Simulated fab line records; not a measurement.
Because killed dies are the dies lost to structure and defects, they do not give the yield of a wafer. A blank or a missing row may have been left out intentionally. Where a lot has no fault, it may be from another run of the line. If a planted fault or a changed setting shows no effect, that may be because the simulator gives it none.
fab line records	flow nand_harc
record lots=6	wafers=18	last_day=33
route steps=1302 shown P_M2@320 END@1302
lots untouched by any fault: they come from a run of this same line in which no faults occurred
start_h: the number of hours between the record's first day and the start of the first shown wafer of the lot	wait_h: hours from the lot's prior step to this one	" same as the row above	L1.1+2: a row that stands for several wafers	- value missing, or start not given	* or withheld: withheld	< > ~ a bound
route shown NAME@n: a module of which the file shows steps, and the number in the route of the first	usual: average and standard deviation across the fault-free wafers	same: alike in all rows	chamber/n: place in a boat	sites: the reading at each site	_std_site: standard deviation across them	_edge_site: outer sites' mean less inner sites'	radius_mm: how far each site lies from the wafer's centre	mask NAME#n: copy n	behind: the tool/chamber that last shaped the wafer	hold: reason for holding the lot/hours on hold/outcome of the hold	device: which transistor (n, p or np) failed to switch	end of line: at the end of the route, the tests of the same wafers	a step given without rows: its recipe and nothing more	killed: count of dies lost to structure and defects at first sort (not the wafer's yield)	map: the dies of a wafer, with x for killed, . for not killed, _ for no die there
set.NAME: the setting the step ran with; set.NAME@STEP: the setting that earlier step ran with	model.NAME: the simulator's own value behind a step, which no gauge read
a table for each step, a row for each wafer; lots at some steps of the route
services: when a tool's chamber went out of use (start_h, in hours from the record's first day, below 0 if earlier), for how many hours, and the reason
## steps
# step NHARC_P_M2_HMDS_02
# recipe time_s=30
# step NHARC_P_M2_COAT_34
# recipe temp_c=200	time_s=65
# step NHARC_P_M2_COAT_03
# recipe spin_rpm=1500	resist_thk_nm=90
# step NHARC_P_M2_SOFTBAKE_04
# recipe temp_c=105	time_s=55
# step NHARC_P_M2_EBR_05
# step NHARC_P_M2_EXPOSE_06
# recipe na=1.35	target_cd_nm=170	dose_mj=80.78	mask_id=P_M2
# step NHARC_P_M2_PEB_07
# recipe peb_temp_c=100	peb_time_s=65
# step NHARC_P_M2_DEVELOP_08
# recipe develop_time_s=35	dev_temp_c=23
# step NHARC_P_M2_CD_MEAS_09
# recipe target_cd_nm=170	landing_energy_ev=500
# usual cd_nm=170.1/0.69
lot.wafer	tool	chamber	start_h	wait_h	cd_nm
L130.1	cd_sem-02	0	167.41	-	169.3
L130.2	"	0	"	"	169.1
L130.3	"	0	"	"	169.4
L132.1	cd_sem-01	0	182.51	-	170.7
L132.2	"	0	"	"	169.9
L132.6	"	0	"	"	170.7
L136.3	cd_sem-02	0	227.76	-	169.4
L136.4	"	0	"	"	171.4
L136.5	"	0	"	"	170.8
L138.1	cd_sem-02	0	249.02	-	170.8
L138.2	"	0	"	"	170.3
L138.4	"	0	"	"	170.1
L147.1	cd_sem-03	0	326.42	-	170.1
L147.2	"	0	"	"	169.7
L147.5	"	0	"	"	170.2
L148.1	cd_sem-01	0	341.69	-	169.6
L148.2	"	0	"	"	169.3
L148.4	"	0	"	"	169.4
# step NHARC_P_M2_OVL_MEAS_10
# recipe pitch_nm=340
# usual overlay_x_nm=0.0/0.88	overlay_y_nm=0.2/1.1
lot.wafer	tool	chamber	start_h	wait_h	overlay_x_nm	overlay_y_nm
L130.1	overlay-01	-	167.50	-	0.2	0.4
L130.2	"	-	"	"	0.3	0.5
L130.3	"	-	"	"	-0.4	0.5
L132.1	overlay-02	-	182.60	-	-1.5	1.0
L132.2	"	-	"	"	-1.3	1.4
L132.6	"	-	"	"	-1.6	0.7
L136.3	overlay-01	-	227.84	-	0.8	-2.1
L136.4	"	-	"	"	0.9	-0.9
L136.5	"	-	"	"	1.3	-1.1
L138.1	overlay-01	-	249.11	-	-0.2	0.4
L138.2	"	-	"	"	-0.2	0.6
L138.4	"	-	"	"	-0.3	1.0
L147.1	overlay-02	-	326.51	-	1.2	0.6
L147.2	"	-	"	"	1.6	1.0
L147.5	"	-	"	"	1.9	1.2
L148.1	overlay-01	-	341.78	-	-0.1	-0.1
L148.2	"	-	"	"	0.0	0.2
L148.4	"	-	"	"	0.2	0.3
# step NHARC_P_M2_INSPECT_11
# usual raw_defect_count=4.4/2.7
lot.wafer	tool	chamber	start_h	wait_h	raw_defect_count
L130.1	defect_inspect-02	-	167.54	0.0	8
L130.2	"	-	"	"	4
L130.3	"	-	"	"	1
L132.1	defect_inspect-01	-	182.64	0.0	3
L132.2	"	-	"	"	2
L132.6	"	-	"	"	5
L136.3	defect_inspect-02	-	227.88	0.0	2
L136.4	"	-	"	"	0
L136.5	"	-	"	"	5
L138.1	defect_inspect-01	-	249.14	0.0	3
L138.2	"	-	"	"	2
L138.4	"	-	"	"	4
L147.1	defect_inspect-01	-	326.54	0.0	4
L147.2	"	-	"	"	0
L147.5	"	-	"	"	3
L148.1	defect_inspect-02	-	341.82	0.0	3
L148.2	"	-	"	"	2
L148.4	"	-	"	"	4
# step NHARC_P_M2_DESCUM_14
# recipe time_s=3	o2_flow_sccm=200	ar_flow_sccm=0	bias_power_w=0	chemistry=O2
# usual drypump_motor_current_A=5.6/0.44	oes_product_au=0.996/0.01	rf_vpp_V=57.8/0.91	showerhead_plenum_p_Torr=1.90/0.089	throttle_valve_pct=11.311/0.0099
lot.wafer	tool	chamber	start_h	wait_h	drypump_motor_current_A	oes_product_au	rf_hours_counter_h	rf_vpp_V	showerhead_plenum_p_Torr	throttle_valve_pct
L130.2	rie_diel-08	0	167.60	0.1	5.9	0.992	7.3	56.8	1.81	11.313
L130.1	"	1	"	"	4.9	0.997	7.9	57.7	1.83	11.324
L130.3	"	2	"	"	5.4	0.983	8.9	57.2	1.79	11.306
L132.1	rie_diel-09	3	182.70	0.1	5.6	1.014	0.9	56.7	1.98	11.313
L132.2	"	1	"	"	5.8	0.993	0.9	57.2	1.99	11.317
L132.6	"	3	"	"	5.6	1.012	-	58.8	1.98	11.315
L136.3	rie_diel-09	2	227.94	0.1	6.3	0.999	3.1	57.4	1.78	11.311
L136.5	"	3	"	"	5.6	0.991	-	56.7	1.97	11.294
L136.4	"	1	"	"	5.8	1.005	-	58.1	1.99	11.295
L138.4	rie_diel-09	2	249.20	0.1	6.3	0.997	4.4	58.5	1.78	11.306
L138.2	"	3	"	"	5.6	0.991	4.5	58.4	1.97	11.308
L138.1	"	1	"	"	5.8	1.025	3.6	59.3	1.99	11.316
L147.2	rie_diel-08	3	326.60	0.1	6.1	0.991	7.1	58.1	1.94	11.314
L147.1	"	2	"	"	5.4	0.999	7.7	56.9	1.78	11.298
L147.5	"	3	"	"	6.1	0.992	-	56.2	1.94	11.300
L148.2	rie_diel-08	3	341.88	0.1	6.1	0.988	7.5	59.0	1.94	11.329
L148.1	"	0	"	"	5.9	0.997	8.6	55.9	1.81	11.295
L148.4	"	2	"	"	5.4	1.011	8.1	58.1	1.78	11.314
# step NHARC_P_M2_ETCH_35
# recipe target_depth_a=400	overetch_a=120	time_s=43.94	ion_energy_ev=200	n2_flow_sccm=150	h2_flow_sccm=150	ar_flow_sccm=0	rf_w=400	bias_w=150	chemistry=N2/H2
# usual drypump_motor_current_A=5.5/0.43	oes_product_au=0.996/0.01	rf_fwd_power_W=394.8/1.8	rf_vpp_V=430.2/2.7	run_length_s=65.1/0.55	showerhead_plenum_p_Torr=2.03/0.098	throttle_valve_pct=14.171/0.0083
lot.wafer	tool	chamber	start_h	wait_h	drypump_motor_current_A	oes_product_au	rf_fwd_power_W	rf_hours_counter_h	rf_vpp_V	run_length_s	showerhead_plenum_p_Torr	throttle_valve_pct
L130.1	rie_diel-08	2	167.69	0.1	5.4	0.992	390.8	8.9	425.9	65.2	1.90	14.185
L130.3	"	3	"	"	6.1	0.992	393.4	8.4	430.2	66.1	2.07	14.169
L130.2	"	0	"	"	5.9	0.999	396.4	7.3	430.1	65.7	1.93	14.182
L132.2	rie_diel-09	2	182.78	0.1	6.3	0.983	396.5	0.8	426.5	64.4	1.90	14.175
L132.1	"	1	"	"	5.8	0.988	393.2	1.0	432.4	64.8	2.12	14.179
L132.6	"	2	"	"	6.2	0.996	394.9	-	426.0	64.3	1.90	14.172
L136.3	rie_diel-09	3	228.05	0.1	5.6	0.997	396.5	3.3	432.0	64.8	2.11	14.170
L136.4	"	2	"	"	6.2	0.996	391.9	-	427.5	64.4	1.90	14.168
L136.5	"	3	"	"	5.6	0.993	397.8	-	431.1	65.0	2.11	14.181
L138.1	rie_diel-09	0	249.29	0.1	5.0	0.997	397.3	4.3	425.9	65.2	1.93	14.175
L138.2	"	1	"	"	5.8	1.021	394.7	3.6	431.8	64.9	2.12	14.176
L138.4	"	2	"	"	6.2	1.010	394.3	4.4	426.2	64.4	1.90	14.177
L147.2	rie_diel-08	2	326.69	0.1	5.4	1.002	394.0	7.7	425.4	65.2	1.90	14.171
L147.1	"	0	"	"	5.9	0.989	-	8.2	428.4	52.8	1.93	14.174
L147.5	"	1	"	"	4.9	0.983	394.9	-	426.5	64.5	1.94	14.169
L148.1	rie_diel-08	0	341.97	0.1	5.9	0.996	-	8.6	428.4	53.1	1.93	14.172
L148.4	"	2	"	"	5.4	1.006	392.7	8.1	427.7	65.2	1.90	14.161
L148.2	"	3	"	"	6.1	0.991	396.5	7.5	432.2	66.0	2.07	14.161
# step NHARC_P_M2_ETCH_15
# recipe target_depth_a=1825	time_s=91.2	c4f8_flow_sccm=withheld	ar_flow_sccm=400	rf_w=600	bias_w=300	chemistry=C4F8/Ar
# usual oes_product_au=0.941/0.023	rf_fwd_power_W=595.5/2.3	rf_vpp_V=440.6/2.9	run_length_s=112.4/0.55
lot.wafer	tool	chamber	start_h	wait_h	oes_product_au	rf_fwd_power_W	rf_hours_counter_h	rf_vpp_V	run_length_s
L130.2	rie_diel-08	3	-	-	0.921	594.3	8.4	440.9	113.0
L130.1	"	0	"	"	0.916	593.9	7.3	437.4	113.0
L130.3	"	2	"	"	0.913	593.4	9.0	435.9	113.1
L132.1	rie_diel-09	2	-	-	0.955	596.1	0.9	437.7	111.9
L132.2	"	0	"	"	0.951	595.5	1.1	437.9	112.5
L132.6	"	3	"	"	0.958	593.1	-	442.4	112.2
L136.3	rie_diel-09	3	-	-	0.955	595.5	3.3	441.8	112.3
L136.5	"	3	"	"	0.943	597.0	-	442.7	112.4
L136.4	"	1	"	"	0.930	597.7	-	444.1	111.7
L138.4	rie_diel-09	2	-	-	0.953	594.3	4.5	438.2	112.0
L138.2	"	0	"	"	0.964	596.1	4.3	438.2	112.4
L138.1	"	1	"	"	0.975	596.2	3.6	443.2	111.9
L147.2	rie_diel-08	3	-	-	0.922	594.2	7.1	443.0	113.3
L147.1	"	0	"	"	0.912	596.3	8.2	436.1	113.3
L147.5	"	2	"	"	0.924	596.0	-	437.3	112.5
L148.2	rie_diel-08	1	-	-	0.924	590.1	9.2	437.9	111.8
L148.4	"	3	"	"	0.926	594.9	7.5	441.5	113.3
L148.1	"	0	"	"	0.932	599.2	8.6	438.0	113.7
# step NHARC_END_SORT_01
# recipe temp_c=25
# usual defect_limited_yield=91/3.1	killed_at_array=54/21	killed_at_other=0.9/1.1	killed_at_periphery=3.5/2.5	killed_dies=58/21	killed_open=3.3/1.9	killed_short=2.6/1.8	sort_bin_2_pct=3.0/1.4	sort_bin_3_pct=0.6/0.41	sort_bin_4_pct=4.9/1.7	sort_n_pass=619/21	sort_rim_yield_pct=92/4	sort_yield_pct=91/3.1
# same gross_dies=677	sort_bin_5_pct[%]=0	sort_bin_6_pct[%]=0	sort_bin_7_pct[%]=0	sort_bin_8_pct[%]=0	sort_rim_n_gross=106.00
lot.wafer	tool	chamber	start_h	wait_h	defect_limited_yield[%]	killed_at_array	killed_at_other	killed_at_periphery	killed_dies	killed_open	killed_short	sort_bin_2_pct[%]	sort_bin_3_pct[%]	sort_bin_4_pct[%]	sort_n_pass	sort_rim_yield_pct[%]	sort_yield_pct[%]
L147.1	prober-02	0	747.94	2.5	90	68	0	2	70	2	0	5.0	1.2	4.1	607	89	90
L147.2	prober-02	0	748.74	2.8	87	90	0	1	91	5	2	4.9	1.0	7.5	586	91	87
L147.5	prober-02	0	751.13	3.7	87	80	1	4	85	11	2	4.9	0.6	7.1	592	85	87
# killed by level:class
L147.1 A_CHANNEL_HOLE_D1:chamber_film_flake=35 A_SLIT:chamber_film_flake=18 A_CHANNEL_HOLE_D2:chamber_film_flake=7 A_CONTACT:chamber_film_flake=3 A_CHANNEL_FILL_D1:chamber_film_flake=2 A_DECK1_JOINT:chamber_film_flake=2 P_M0:geometric_particle:open=1 A_ONON_D1:geometric_particle:open=1
L147.2 A_CHANNEL_HOLE_D1:chamber_film_flake=39 A_SLIT:chamber_film_flake=22 A_CHANNEL_HOLE_D2:chamber_film_flake=19 A_WL_FILL:chamber_film_flake=3 P_M2:geometric_particle:open=1 A_ONON_D1:geometric_particle:short=1 A_CHANNEL_FILL_D1:geometric_particle:short=1 A_CHANNEL_FILL_D2:geometric_particle:open=1
L147.5 A_CHANNEL_HOLE_D1:chamber_film_flake=29 A_SLIT:chamber_film_flake=18 A_CHANNEL_HOLE_D2:chamber_film_flake=16 A_M0:geometric_particle:open=5 A_CONTACT:chamber_film_flake=3 P_CONTACT:geometric_particle:open=2 A_DECK1_JOINT:chamber_film_flake=2 A_WL_FILL:chamber_film_flake=2
## services
tool	chamber	start_h	hours	kind
rie_diel-08	0	145.35	-	clean
rie_diel-08	1	145.35	-	clean
rie_diel-08	2	145.35	-	clean
rie_diel-08	3	145.35	-	clean
rie_diel-09	0	152.12	-	clean
rie_diel-09	1	152.12	-	clean
rie_diel-09	2	152.12	-	clean
rie_diel-09	3	152.12	-	clean
rie_diel-08	-	154.11	0.5	repair
rie_diel-08	0	169.85	-	clean
rie_diel-08	1	169.85	-	clean
rie_diel-08	2	169.85	-	clean
rie_diel-08	3	169.85	-	clean
rie_diel-09	0	176.62	-	clean
rie_diel-09	1	176.62	-	clean
rie_diel-09	2	176.62	-	clean
rie_diel-09	3	176.62	-	clean
rie_diel-08	-	181.35	0.4	repair
rie_diel-08	-	190.80	9.0	pm
rie_diel-09	1	216.74	9.8	repair
rie_diel-09	0	221.90	7.7	repair
rie_diel-09	2	255.49	2.4	repair
rie_diel-09	-	318.29	0.4	repair
rie_diel-09	-	320.12	9.0	pm
## key
first_sign step=NHARC_P_M2_ETCH_35	reading=run_length_s	direction=down	sigmas=22	usual=*	struck=*
effect none on later readings
met_at NHARC_P_M2_ETCH_35
struck_wafers L147.1,L148.1
onset_between 167.69 326.69
fault kind=process_parameter_drift	tool=rie_diel-08	chamber=0	onset_h=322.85	steps=NHARC_P_M2_ETCH_35	channel=time_s	offset=*	shape=step	end_h=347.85	acts_in=*	stated=*
